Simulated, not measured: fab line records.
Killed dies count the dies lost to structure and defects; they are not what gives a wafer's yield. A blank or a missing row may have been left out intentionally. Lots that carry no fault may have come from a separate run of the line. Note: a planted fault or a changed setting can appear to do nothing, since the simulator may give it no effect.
Which of the tools did it? || flow n5Finfet || 24 lots with 72 wafers sampled at 6 steps, on a route of 1938 steps

== WHAT THE GAUGES READ, wafer by wafer ==
N5_BEOL_M5_CD_MEAS_11: the cd target is 27.74 nm.
{"lot": "L076", "measured": "day 8 22:40", "on": "cdSem-01", "cdNm (nm)": "28.23 28.42 28.44"}
{"lot": "L077", "measured": "day 9 01:34", "on": "cdSem-03", "cdNm (nm)": "28.10 28.41 28.00"}
{"lot": "L075", "measured": "day 9 05:05", "on": "cdSem-02", "cdNm (nm)": "27.80 27.99 28.75"}
{"lot": "L078", "measured": "day 9 12:08", "on": "cdSem-02", "cdNm (nm)": "28.25 28.15 28.00"}
{"lot": "L080", "measured": "day 9 21:20", "on": "cdSem-03", "cdNm (nm)": "28.55 28.00 28.47"}
{"lot": "L074", "measured": "day 9 23:59", "on": "cdSem-01", "cdNm (nm)": "28.09 27.66 27.62"}
{"lot": "L081", "measured": "day 10 03:27", "on": "cdSem-01", "cdNm (nm)": "27.86 28.07 27.80"}
{"lot": "L079", "measured": "day 10 03:34", "on": "cdSem-02", "cdNm (nm)": "27.88 27.99 28.06"}
{"lot": "L082", "measured": "day 10 07:43", "on": "cdSem-02", "cdNm (nm)": "27.95 27.84 27.74"}
{"lot": "L083", "measured": "day 11 02:16", "on": "cdSem-01", "cdNm (nm)": "27.94 27.70 27.96"}
{"lot": "L084", "measured": "day 11 02:18", "on": "cdSem-02", "cdNm (nm)": "27.75 27.69 27.96"}
{"lot": "L085", "measured": "day 11 04:41", "on": "cdSem-01", "cdNm (nm)": "27.83 27.60 27.58"}
{"lot": "L086", "measured": "day 11 21:41", "on": "cdSem-02", "cdNm (nm)": "28.18 28.20 27.98"}
{"lot": "L088", "measured": "day 12 13:43", "on": "cdSem-01", "cdNm (nm)": "28.14 28.65 28.00"}
{"lot": "L090", "measured": "day 12 21:32", "on": "cdSem-01", "cdNm (nm)": "28.10 28.08 28.18"}
{"lot": "L089", "measured": "day 12 21:55", "on": "cdSem-03", "cdNm (nm)": "27.81 28.13 27.67"}
{"lot": "L087", "measured": "day 12 22:14", "on": "cdSem-02", "cdNm (nm)": "27.94 27.41 28.17"}
{"lot": "L091", "measured": "day 13 01:25", "on": "cdSem-01", "cdNm (nm)": "27.60 28.01 27.70"}
{"lot": "L092", "measured": "day 13 01:41", "on": "cdSem-03", "cdNm (nm)": "28.06 27.51 28.18"}
{"lot": "L093", "measured": "day 13 22:34", "on": "cdSem-01", "cdNm (nm)": "28.11 28.03 28.07"}
{"lot": "L094", "measured": "day 14 05:01", "on": "cdSem-02", "cdNm (nm)": "27.94 27.78 27.92"}
{"lot": "L095", "measured": "day 14 09:44", "on": "cdSem-02", "cdNm (nm)": "27.93 27.99 27.63"}
{"lot": "L096", "measured": "day 14 13:44", "on": "cdSem-03", "cdNm (nm)": "27.50 27.96 27.80"}
{"lot": "L097", "measured": "day 14 15:51", "on": "cdSem-03", "cdNm (nm)": "28.08 28.33 28.32"}

N5_BEOL_M5_OCD_MEAS_38.
{"lot": "L076", "measured": "day 9 00:20", "on": "ocd-02", "trenchDepthNm (nm)": "71.1 70.0 70.7"}
{"lot": "L077", "measured": "day 9 04:19", "on": "ocd-02", "trenchDepthNm (nm)": "73.7 70.2 70.8"}
{"lot": "L075", "measured": "day 9 06:52", "on": "ocd-02", "trenchDepthNm (nm)": "70.6 71.2 69.8"}
{"lot": "L078", "measured": "day 9 14:54", "on": "ocd-01", "trenchDepthNm (nm)": "70.5 70.1 70.8"}
{"lot": "L080", "measured": "day 9 23:43", "on": "ocd-01", "trenchDepthNm (nm)": "71.2 71.1 70.2"}
{"lot": "L074", "measured": "day 10 02:57", "on": "ocd-01", "trenchDepthNm (nm)": "69.8 69.7 73.9"}
{"lot": "L081", "measured": "day 10 06:47", "on": "ocd-01", "trenchDepthNm (nm)": "73.6 69.6 72.2"}
{"lot": "L079", "measured": "day 10 07:24", "on": "ocd-01", "trenchDepthNm (nm)": "70.0 70.3 69.3"}
{"lot": "L082", "measured": "day 10 09:27", "on": "ocd-02", "trenchDepthNm (nm)": "68.6 69.2 70.0"}
{"lot": "L083", "measured": "day 11 05:50", "on": "ocd-02", "trenchDepthNm (nm)": "69.8 69.9 71.4"}
{"lot": "L084", "measured": "day 11 05:43", "on": "ocd-01", "trenchDepthNm (nm)": "72.2 69.7 70.0"}
{"lot": "L085", "measured": "day 11 06:38", "on": "ocd-02", "trenchDepthNm (nm)": "70.8 71.9 74.3"}
{"lot": "L086", "measured": "day 12 00:41", "on": "ocd-02", "trenchDepthNm (nm)": "74.1 69.0 70.4"}
{"lot": "L088", "measured": "day 12 18:16", "on": "ocd-02", "trenchDepthNm (nm)": "69.7 71.4 72.3"}
{"lot": "L090", "measured": "day 13 01:12", "on": "ocd-02", "trenchDepthNm (nm)": "73.3 69.1 72.3"}
{"lot": "L089", "measured": "day 13 01:10", "on": "ocd-01", "trenchDepthNm (nm)": "70.6 74.1 69.2"}
{"lot": "L087", "measured": "day 13 00:49", "on": "ocd-02", "trenchDepthNm (nm)": "70.0 72.3 68.7"}
{"lot": "L091", "measured": "day 13 07:06", "on": "ocd-01", "trenchDepthNm (nm)": "69.5 69.9 69.7"}
{"lot": "L092", "measured": "day 13 07:31", "on": "ocd-01", "trenchDepthNm (nm)": "73.3 68.8 69.9"}
{"lot": "L093", "measured": "day 14 02:22", "on": "ocd-01", "trenchDepthNm (nm)": "73.3 69.1 69.3"}
{"lot": "L094", "measured": "day 14 09:04", "on": "ocd-01", "trenchDepthNm (nm)": "69.7 73.7 68.7"}
{"lot": "L095", "measured": "day 14 12:39", "on": "ocd-02", "trenchDepthNm (nm)": "74.4 71.8 72.4"}
{"lot": "L096", "measured": "day 14 18:34", "on": "ocd-02", "trenchDepthNm (nm)": "72.7 70.7 70.9"}
{"lot": "L097", "measured": "day 14 18:18", "on": "ocd-02", "trenchDepthNm (nm)": "69.5 69.3 70.0"}

N5_BEOL_M5_CD_MEAS_35: target cd 28 nm, target cd y 24 nm.
{"lot": "L076", "measured": "day 9 00:30", "on": "cdSem-01", "cdNm (nm)": "27.8 28.2 28.3"}
{"lot": "L077", "measured": "day 9 04:28", "on": "cdSem-03", "cdNm (nm)": "28.1 28.8 28.4"}
{"lot": "L075", "measured": "day 9 07:01", "on": "cdSem-01", "cdNm (nm)": "28.3 28.2 28.8"}
{"lot": "L078", "measured": "day 9 15:03", "on": "cdSem-03", "cdNm (nm)": "28.0 27.7 27.8"}
{"lot": "L080", "measured": "day 9 23:58", "on": "cdSem-02", "cdNm (nm)": "28.2 27.1 27.5"}
{"lot": "L074", "measured": "day 10 03:06", "on": "cdSem-01", "cdNm (nm)": "27.9 27.9 28.0"}
{"lot": "L081", "measured": "day 10 07:03", "on": "cdSem-01", "cdNm (nm)": "28.0 28.4 27.4"}
{"lot": "L079", "measured": "day 10 07:33", "on": "cdSem-01", "cdNm (nm)": "28.0 27.7 27.5"}
{"lot": "L082", "measured": "day 10 09:36", "on": "cdSem-02", "cdNm (nm)": "27.9 27.0 28.4"}
{"lot": "L083", "measured": "day 11 06:00", "on": "cdSem-03", "cdNm (nm)": "28.0 28.3 28.1"}
{"lot": "L084", "measured": "day 11 05:52", "on": "cdSem-03", "cdNm (nm)": "27.6 27.8 27.8"}
{"lot": "L085", "measured": "day 11 06:47", "on": "cdSem-01", "cdNm (nm)": "27.7 27.6 27.9"}
{"lot": "L086", "measured": "day 12 00:51", "on": "cdSem-03", "cdNm (nm)": "27.9 27.8 28.0"}
{"lot": "L088", "measured": "day 12 18:25", "on": "cdSem-03", "cdNm (nm)": "28.5 28.2 28.5"}
{"lot": "L090", "measured": "day 13 01:22", "on": "cdSem-03", "cdNm (nm)": "27.7 28.1 28.3"}
{"lot": "L089", "measured": "day 13 01:19", "on": "cdSem-02", "cdNm (nm)": "27.8 27.6 27.9"}
{"lot": "L087", "measured": "day 13 00:58", "on": "cdSem-03", "cdNm (nm)": "27.8 27.9 27.8"}
{"lot": "L091", "measured": "day 13 07:15", "on": "cdSem-03", "cdNm (nm)": "28.7 28.0 27.6"}
{"lot": "L092", "measured": "day 13 07:40", "on": "cdSem-03", "cdNm (nm)": "27.8 27.3 27.5"}
{"lot": "L093", "measured": "day 14 02:31", "on": "cdSem-02", "cdNm (nm)": "27.8 27.9 28.4"}
{"lot": "L094", "measured": "day 14 09:13", "on": "cdSem-03", "cdNm (nm)": "27.4 27.7 28.2"}
{"lot": "L095", "measured": "day 14 12:49", "on": "cdSem-01", "cdNm (nm)": "27.8 27.7 28.3"}
{"lot": "L096", "measured": "day 14 18:43", "on": "cdSem-02", "cdNm (nm)": "28.4 29.0 28.1"}
{"lot": "L097", "measured": "day 14 18:27", "on": "cdSem-02", "cdNm (nm)": "28.0 28.0 28.3"}

N5_BEOL_M6_CD_MEAS_11: the cd target is 38.5 nm.
{"lot": "L076", "measured": "day 9 11:05", "on": "cdSem-03", "cdNm (nm)": "38.8 38.5 39.4"}
{"lot": "L077", "measured": "day 9 15:34", "on": "cdSem-01", "cdNm (nm)": "38.4 38.4 38.9"}
{"lot": "L075", "measured": "day 9 18:57", "on": "cdSem-01", "cdNm (nm)": "38.6 39.1 39.1"}
{"lot": "L078", "measured": "day 10 00:10", "on": "cdSem-03", "cdNm (nm)": "38.6 37.7 38.3"}
{"lot": "L080", "measured": "day 10 10:38", "on": "cdSem-02", "cdNm (nm)": "37.8 37.9 38.1"}
{"lot": "L074", "measured": "day 10 16:05", "on": "cdSem-02", "cdNm (nm)": "38.5 36.8 38.1"}
{"lot": "L081", "measured": "day 10 16:15", "on": "cdSem-02", "cdNm (nm)": "38.8 38.6 38.1"}
{"lot": "L079", "measured": "day 10 16:37", "on": "cdSem-02", "cdNm (nm)": "37.0 37.5 37.8"}
{"lot": "L082", "measured": "day 10 19:42", "on": "cdSem-02", "cdNm (nm)": "38.3 38.2 38.5"}
{"lot": "L083", "measured": "day 11 14:35", "on": "cdSem-03", "cdNm (nm)": "38.3 38.2 38.0"}
{"lot": "L084", "measured": "day 11 14:14", "on": "cdSem-02", "cdNm (nm)": "38.8 38.4 38.6"}
{"lot": "L085", "measured": "day 11 18:54", "on": "cdSem-01", "cdNm (nm)": "37.8 38.5 38.7"}
{"lot": "L086", "measured": "day 12 10:23", "on": "cdSem-02", "cdNm (nm)": "37.3 38.3 38.3"}
{"lot": "L088", "measured": "day 13 07:44", "on": "cdSem-01", "cdNm (nm)": "37.8 38.7 38.1"}
{"lot": "L090", "measured": "day 13 12:42", "on": "cdSem-03", "cdNm (nm)": "39.1 39.6 39.0"}
{"lot": "L089", "measured": "day 13 11:29", "on": "cdSem-03", "cdNm (nm)": "38.1 39.7 38.0"}
{"lot": "L087", "measured": "day 13 09:16", "on": "cdSem-03", "cdNm (nm)": "38.9 38.2 38.1"}
{"lot": "L091", "measured": "day 13 16:02", "on": "cdSem-02", "cdNm (nm)": "38.0 38.5 38.0"}
{"lot": "L092", "measured": "day 13 16:11", "on": "cdSem-01", "cdNm (nm)": "38.1 38.7 38.5"}
{"lot": "L093", "measured": "day 14 10:41", "on": "cdSem-02", "cdNm (nm)": "38.3 38.3 38.1"}
{"lot": "L094", "measured": "day 14 19:17", "on": "cdSem-01", "cdNm (nm)": "39.0 38.3 37.9"}
{"lot": "L095", "measured": "day 15 00:35", "on": "cdSem-03", "cdNm (nm)": "38.3 38.8 38.5"}
{"lot": "L096", "measured": "day 15 04:02", "on": "cdSem-02", "cdNm (nm)": "38.0 38.9 38.9"}
{"lot": "L097", "measured": "day 15 03:13", "on": "cdSem-01", "cdNm (nm)": "38.6 38.9 39.9"}

== EACH LOT AND THE TOOL THAT RAN IT (in order: tool; ch and the chambers of the sampled wafers; start) ==
{"lot": "L076", "N5_BEOL_M5_SPUTTER_88": "pvdSputter-01, day 9 04:57", "N5_BEOL_M6_CURE_74": "uvCure-02 ch 2, day 9 08:02"}
{"lot": "L077", "N5_BEOL_M5_SPUTTER_88": "pvdSputter-02, day 9 09:44", "N5_BEOL_M6_CURE_74": "uvCure-02 ch 1, day 9 12:38"}
{"lot": "L075", "N5_BEOL_M5_SPUTTER_88": "pvdSputter-03, day 9 13:14", "N5_BEOL_M6_CURE_74": "uvCure-02 ch 1, day 9 15:35"}
{"lot": "L078", "N5_BEOL_M5_SPUTTER_88": "pvdSputter-03, day 9 19:34", "N5_BEOL_M6_CURE_74": "uvCure-03 ch 2, day 9 22:37"}
{"lot": "L080", "N5_BEOL_M5_SPUTTER_88": "pvdSputter-02, day 10 06:02", "N5_BEOL_M6_CURE_74": "uvCure-02 ch 0, day 10 08:23"}
{"lot": "L074", "N5_BEOL_M5_SPUTTER_88": "pvdSputter-01, day 10 07:59", "N5_BEOL_M6_CURE_74": "uvCure-01 ch 2, day 10 11:24"}
{"lot": "L081", "N5_BEOL_M5_SPUTTER_88": "pvdSputter-03, day 10 12:11", "N5_BEOL_M6_CURE_74": "uvCure-03 ch 1, day 10 14:49"}
{"lot": "L079", "N5_BEOL_M5_SPUTTER_88": "pvdSputter-01, day 10 12:25", "N5_BEOL_M6_CURE_74": "uvCure-02 ch 2, day 10 15:05"}
{"lot": "L082", "N5_BEOL_M5_SPUTTER_88": "pvdSputter-02, day 10 14:22", "N5_BEOL_M6_CURE_74": "uvCure-03 ch 0, day 10 16:49"}
{"lot": "L083", "N5_BEOL_M5_SPUTTER_88": "pvdSputter-03, day 11 10:28", "N5_BEOL_M6_CURE_74": "uvCure-02 ch 1, day 11 12:52"}
{"lot": "L084", "N5_BEOL_M5_SPUTTER_88": "pvdSputter-02, day 11 10:06", "N5_BEOL_M6_CURE_74": "uvCure-02 ch 1, day 11 12:23"}
{"lot": "L085", "N5_BEOL_M5_SPUTTER_88": "pvdSputter-02, day 11 15:19", "N5_BEOL_M6_CURE_74": "uvCure-02 ch 1, day 11 17:48"}
{"lot": "L086", "N5_BEOL_M5_SPUTTER_88": "pvdSputter-03, day 12 06:16", "N5_BEOL_M6_CURE_74": "uvCure-03 ch 0, day 12 08:37"}
{"lot": "L088", "N5_BEOL_M5_SPUTTER_88": "pvdSputter-02, day 12 23:59", "N5_BEOL_M6_CURE_74": "uvCure-03 ch 2, day 13 02:25"}
{"lot": "L090", "N5_BEOL_M5_SPUTTER_88": "pvdSputter-02, day 13 07:14", "N5_BEOL_M6_CURE_74": "uvCure-03 ch 2, day 13 10:10"}
{"lot": "L089", "N5_BEOL_M5_SPUTTER_88": "pvdSputter-01, day 13 05:56", "N5_BEOL_M6_CURE_74": "uvCure-02 ch 1, day 13 08:19"}
{"lot": "L087", "N5_BEOL_M5_SPUTTER_88": "pvdSputter-03, day 13 05:32", "N5_BEOL_M6_CURE_74": "uvCure-03 ch 1, day 13 07:50"}
{"lot": "L091", "N5_BEOL_M5_SPUTTER_88": "pvdSputter-02, day 13 11:44", "N5_BEOL_M6_CURE_74": "uvCure-01 ch 0, day 13 14:11"}
{"lot": "L092", "N5_BEOL_M5_SPUTTER_88": "pvdSputter-03, day 13 12:19", "N5_BEOL_M6_CURE_74": "uvCure-02 ch 1, day 13 14:47"}
{"lot": "L093", "N5_BEOL_M5_SPUTTER_88": "pvdSputter-02, day 14 06:59", "N5_BEOL_M6_CURE_74": "uvCure-01 ch 2, day 14 09:21"}
{"lot": "L094", "N5_BEOL_M5_SPUTTER_88": "pvdSputter-01, day 14 13:48", "N5_BEOL_M6_CURE_74": "uvCure-01 ch 2, day 14 16:37"}
{"lot": "L095", "N5_BEOL_M5_SPUTTER_88": "pvdSputter-02, day 14 17:52", "N5_BEOL_M6_CURE_74": "uvCure-01 ch 2, day 14 20:13"}
{"lot": "L096", "N5_BEOL_M5_SPUTTER_88": "pvdSputter-02, day 14 23:09", "N5_BEOL_M6_CURE_74": "uvCure-03 ch 1, day 15 01:40"}
{"lot": "L097", "N5_BEOL_M5_SPUTTER_88": "pvdSputter-01, day 14 22:53", "N5_BEOL_M6_CURE_74": "uvCure-01 ch 2, day 15 01:21"}
- N5_BEOL_M5_SPUTTER_88: material Cu, target thk 15 nm, time 27.62 s.
- N5_BEOL_M6_CURE_74: cures SiCOH lowk, time 240 s.

== WHAT THE TOOLS THEMSELVES READ (means of the sampled wafers that have a number; where no wafer has one, the mark that the record gives instead) ==
N5_BEOL_M5_SPUTTER_88.
{"lot": "L076", "tool": "pvdSputter-01", "throttleValvePct (%)": 30.6}
{"lot": "L077", "tool": "pvdSputter-02", "throttleValvePct (%)": 29.1}
{"lot": "L075", "tool": "pvdSputter-03", "throttleValvePct (%)": 29.5}
{"lot": "L078", "tool": "pvdSputter-03", "throttleValvePct (%)": 29.7}
{"lot": "L080", "tool": "pvdSputter-02", "throttleValvePct (%)": 29.7}
{"lot": "L074", "tool": "pvdSputter-01", "throttleValvePct (%)": 31.1}
{"lot": "L081", "tool": "pvdSputter-03", "throttleValvePct (%)": 29.8}
{"lot": "L079", "tool": "pvdSputter-01", "throttleValvePct (%)": 31.1}
{"lot": "L082", "tool": "pvdSputter-02", "throttleValvePct (%)": 29.1}
{"lot": "L083", "tool": "pvdSputter-03", "throttleValvePct (%)": 29.5}
{"lot": "L084", "tool": "pvdSputter-02", "throttleValvePct (%)": 29.2}
{"lot": "L085", "tool": "pvdSputter-02", "throttleValvePct (%)": 28.4}
{"lot": "L086", "tool": "pvdSputter-03", "throttleValvePct (%)": 29.2}
{"lot": "L088", "tool": "pvdSputter-02", "throttleValvePct (%)": 29.4}
{"lot": "L090", "tool": "pvdSputter-02", "throttleValvePct (%)": 29.0}
{"lot": "L089", "tool": "pvdSputter-01", "throttleValvePct (%)": 30.5}
{"lot": "L087", "tool": "pvdSputter-03", "throttleValvePct (%)": 29.8}
{"lot": "L091", "tool": "pvdSputter-02", "throttleValvePct (%)": 29.2}
{"lot": "L092", "tool": "pvdSputter-03", "throttleValvePct (%)": 30.0}
{"lot": "L093", "tool": "pvdSputter-02", "throttleValvePct (%)": 29.1}
{"lot": "L094", "tool": "pvdSputter-01", "throttleValvePct (%)": 30.3}
{"lot": "L095", "tool": "pvdSputter-02", "throttleValvePct (%)": 29.0}
{"lot": "L096", "tool": "pvdSputter-02", "throttleValvePct (%)": 29.3}
{"lot": "L097", "tool": "pvdSputter-01", "throttleValvePct (%)": 30.3}

N5_BEOL_M6_CURE_74.
{"lot": "L076", "tool": "uvCure-02", "lampPowerPct (%)": 52.37, "wafer_temp_C_max": 387.2}
{"lot": "L077", "tool": "uvCure-02", "lampPowerPct (%)": 52.28, "wafer_temp_C_max": 387.1}
{"lot": "L075", "tool": "uvCure-02", "lampPowerPct (%)": 52.33, "wafer_temp_C_max": 387.1}
{"lot": "L078", "tool": "uvCure-03", "lampPowerPct (%)": 52.33, "wafer_temp_C_max": 386.4}
{"lot": "L080", "tool": "uvCure-02", "lampPowerPct (%)": 52.31, "wafer_temp_C_max": 386.9}
{"lot": "L074", "tool": "uvCure-01", "lampPowerPct (%)": 52.34, "wafer_temp_C_max": 386.4}
{"lot": "L081", "tool": "uvCure-03", "lampPowerPct (%)": 52.30, "wafer_temp_C_max": 387.3}
{"lot": "L079", "tool": "uvCure-02", "lampPowerPct (%)": 52.29, "wafer_temp_C_max": 387.0}
{"lot": "L082", "tool": "uvCure-03", "lampPowerPct (%)": 52.28, "wafer_temp_C_max": 386.3}
{"lot": "L083", "tool": "uvCure-02", "lampPowerPct (%)": 52.33, "wafer_temp_C_max": 387.7}
{"lot": "L084", "tool": "uvCure-02", "lampPowerPct (%)": 52.32, "wafer_temp_C_max": 387.1}
{"lot": "L085", "tool": "uvCure-02", "lampPowerPct (%)": 52.28, "wafer_temp_C_max": 386.9}
{"lot": "L086", "tool": "uvCure-03", "lampPowerPct (%)": 52.34, "wafer_temp_C_max": 386.2}
{"lot": "L088", "tool": "uvCure-03", "lampPowerPct (%)": 52.35, "wafer_temp_C_max": 386.7}
{"lot": "L090", "tool": "uvCure-03", "lampPowerPct (%)": 52.31, "wafer_temp_C_max": 386.6}
{"lot": "L089", "tool": "uvCure-02", "lampPowerPct (%)": 52.29, "wafer_temp_C_max": 387.3}
{"lot": "L087", "tool": "uvCure-03", "lampPowerPct (%)": 52.38, "wafer_temp_C_max": 387.6}
{"lot": "L091", "tool": "uvCure-01", "lampPowerPct (%)": 52.29, "wafer_temp_C_max": 386.4}
{"lot": "L092", "tool": "uvCure-02", "lampPowerPct (%)": 52.33, "wafer_temp_C_max": 386.9}
{"lot": "L093", "tool": "uvCure-01", "lampPowerPct (%)": 52.36, "wafer_temp_C_max": 386.2}
{"lot": "L094", "tool": "uvCure-01", "lampPowerPct (%)": 52.28, "wafer_temp_C_max": 386.4}
{"lot": "L095", "tool": "uvCure-01", "lampPowerPct (%)": 52.29, "wafer_temp_C_max": 385.8}
{"lot": "L096", "tool": "uvCure-03", "lampPowerPct (%)": 52.31, "wafer_temp_C_max": 387.3}
{"lot": "L097", "tool": "uvCure-01", "lampPowerPct (%)": 52.31, "wafer_temp_C_max": 386.2}

== THE ANSWER, worked out from the rows above alone ==
Rule: what is usual is taken from the lots themselves. Put in order of their means at a reading, lots are off if they are a third of the lots or fewer, leave a main group of 4 or more, and stand apart from it by a gap of 3 or more times the standard deviation of the main group's means; of several such gaps the widest counts. A main group is skipped when, at the precision printed for the reading in the tables above, its means are all equal. Also off: a lot with no number at a reading for which 4 or more lots have one. The other lots that the step has rows for count as sound. The gauges are gone through in route order, then the tools' own readings, and for those a lot's mean is taken as printed above. The first step at which some lot is off is used, and at that step the reading that is off furthest; a lot without a number counts as furthest.
No lot is off on any of the readings shown, so nothing can be concluded from this.

== WHAT WAS PUT IN BY THE SIMULATOR ==
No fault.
